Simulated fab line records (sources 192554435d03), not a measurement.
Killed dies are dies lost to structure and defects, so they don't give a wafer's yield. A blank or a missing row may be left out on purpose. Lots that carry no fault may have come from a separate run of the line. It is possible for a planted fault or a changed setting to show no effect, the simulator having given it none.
Chamber matching :: flow n5-finfet :: N5_SD_EPI_P_ETCHBACK_46 on rie-diel-03: 4 sister chambers
The step etches SiNx in CH3F/O2, stops on SiO2, target depth 17.5 nm. 16 wafers are shown with their chamber, then 8 later ones without.

EACH WAFER AND ITS CHAMBER
wafer: L078.2
chamber: 1
showerhead-plenum-p-Torr (Torr): 2.05
rf-vpp-V (V): 294
throttle-valve-pct (%): 16.48

wafer: L078.3
chamber: 3
showerhead-plenum-p-Torr (Torr): 2.08
rf-vpp-V (V): 291
throttle-valve-pct (%): 16.51

wafer: L078.6
chamber: 3
showerhead-plenum-p-Torr (Torr): 2.08
rf-vpp-V (V): 293
throttle-valve-pct (%): 16.50

wafer: L080.1
chamber: 0
showerhead-plenum-p-Torr (Torr): 2.06
rf-vpp-V (V): 306
throttle-valve-pct (%): 16.25

wafer: L080.4
chamber: 3
showerhead-plenum-p-Torr (Torr): 2.07
rf-vpp-V (V): 294
throttle-valve-pct (%): 16.50

wafer: L080.5
chamber: 0
showerhead-plenum-p-Torr (Torr): 2.06
rf-vpp-V (V): 307
throttle-valve-pct (%): 16.23

wafer: L081.3
chamber: 0
showerhead-plenum-p-Torr (Torr): 2.06
rf-vpp-V (V): 307
throttle-valve-pct (%): 16.25

wafer: L081.4
chamber: 0
showerhead-plenum-p-Torr (Torr): 2.06
rf-vpp-V (V): 308
throttle-valve-pct (%): 16.23

wafer: L081.6
chamber: 2
showerhead-plenum-p-Torr (Torr): 1.99
rf-vpp-V (V): 300
throttle-valve-pct (%): 16.63

wafer: L082.1
chamber: 3
showerhead-plenum-p-Torr (Torr): 2.07
rf-vpp-V (V): 293
throttle-valve-pct (%): 16.51

wafer: L082.2
chamber: 2
showerhead-plenum-p-Torr (Torr): 1.99
rf-vpp-V (V): 299
throttle-valve-pct (%): 16.63

wafer: L082.4
chamber: 2
showerhead-plenum-p-Torr (Torr): 1.99
rf-vpp-V (V): 298
throttle-valve-pct (%): 16.64

wafer: L083.1
chamber: 0
showerhead-plenum-p-Torr (Torr): 2.05
rf-vpp-V (V): 306
throttle-valve-pct (%): 16.26

wafer: L083.3
chamber: 1
showerhead-plenum-p-Torr (Torr): 2.05
rf-vpp-V (V): 294
throttle-valve-pct (%): 16.03

wafer: L083.5
chamber: 1
showerhead-plenum-p-Torr (Torr): 2.05
rf-vpp-V (V): 295
throttle-valve-pct (%): 15.99

wafer: L084.3
chamber: 1
showerhead-plenum-p-Torr (Torr): 2.05
rf-vpp-V (V): 293
throttle-valve-pct (%): 16.02

SIGNATURES (averages over the wafers above)
reading: showerhead-plenum-p-Torr
chamber 0: 2.0580
chamber 1: 2.0500
chamber 2: 1.9900
chamber 3: 2.0750
scatter within a chamber: 0.00387

reading: rf-vpp-V
chamber 0: 306.80
chamber 1: 294.00
chamber 2: 299.00
chamber 3: 292.75
scatter within a chamber: 0.981

reading: throttle-valve-pct
chamber 0: 16.2440
chamber 1: 16.1300
chamber 2: 16.6333
chamber 3: 16.5050
scatter within a chamber: 0.117
Rule: for a wafer and a chamber, the distance is found by dividing, reading by reading, the gap between the wafer's reading and the chamber's mean by the reading's scatter, squaring, summing and taking the root. If the next closest chamber is less than 2 further off than the closest, the wafer can't be placed; otherwise it belongs to the closest. The scatter: the root of (the sum of the squares of (reading less its chamber's mean) over the shown wafers, divided by (wafers less chambers)).

WAFERS WITH NO CHAMBER GIVEN
wafer: L084.4
showerhead-plenum-p-Torr (Torr): 2.05
rf-vpp-V (V): 308
throttle-valve-pct (%): 16.26

wafer: L084.6
showerhead-plenum-p-Torr (Torr): 1.99
rf-vpp-V (V): 300
throttle-valve-pct (%): 16.62

wafer: L094.3
showerhead-plenum-p-Torr (Torr): 2.06
rf-vpp-V (V): 293
throttle-valve-pct (%): 16.58

wafer: L094.5
showerhead-plenum-p-Torr (Torr): 2.04
rf-vpp-V (V): 293
throttle-valve-pct (%): 16.08

wafer: L094.6
showerhead-plenum-p-Torr (Torr): 1.98
rf-vpp-V (V): 299
throttle-valve-pct (%): 16.66

wafer: L097.1
showerhead-plenum-p-Torr (Torr): 1.98
rf-vpp-V (V): 301
throttle-valve-pct (%): 16.67

wafer: L097.3
showerhead-plenum-p-Torr (Torr): 2.04
rf-vpp-V (V): 294
throttle-valve-pct (%): 16.07

wafer: L097.6
showerhead-plenum-p-Torr (Torr): 2.06
rf-vpp-V (V): 294
throttle-valve-pct (%): 16.59

CHAMBER TAKEN BY EACH
wafer: L084.4
from the rows above: 0
in truth: 0

wafer: L084.6
from the rows above: 2
in truth: 2

wafer: L094.3
from the rows above: can't be placed: 3 or 1
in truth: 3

wafer: L094.5
from the rows above: 1
in truth: 1

wafer: L094.6
from the rows above: 2
in truth: 2

wafer: L097.1
from the rows above: 2
in truth: 2

wafer: L097.3
from the rows above: 1
in truth: 1

wafer: L097.6
from the rows above: can't be placed: 3 or 1
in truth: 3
Correctly placed: 6 of 8. These rows do not allow placing 2 (true chamber among the candidates in 2). 0 placed wrongly.
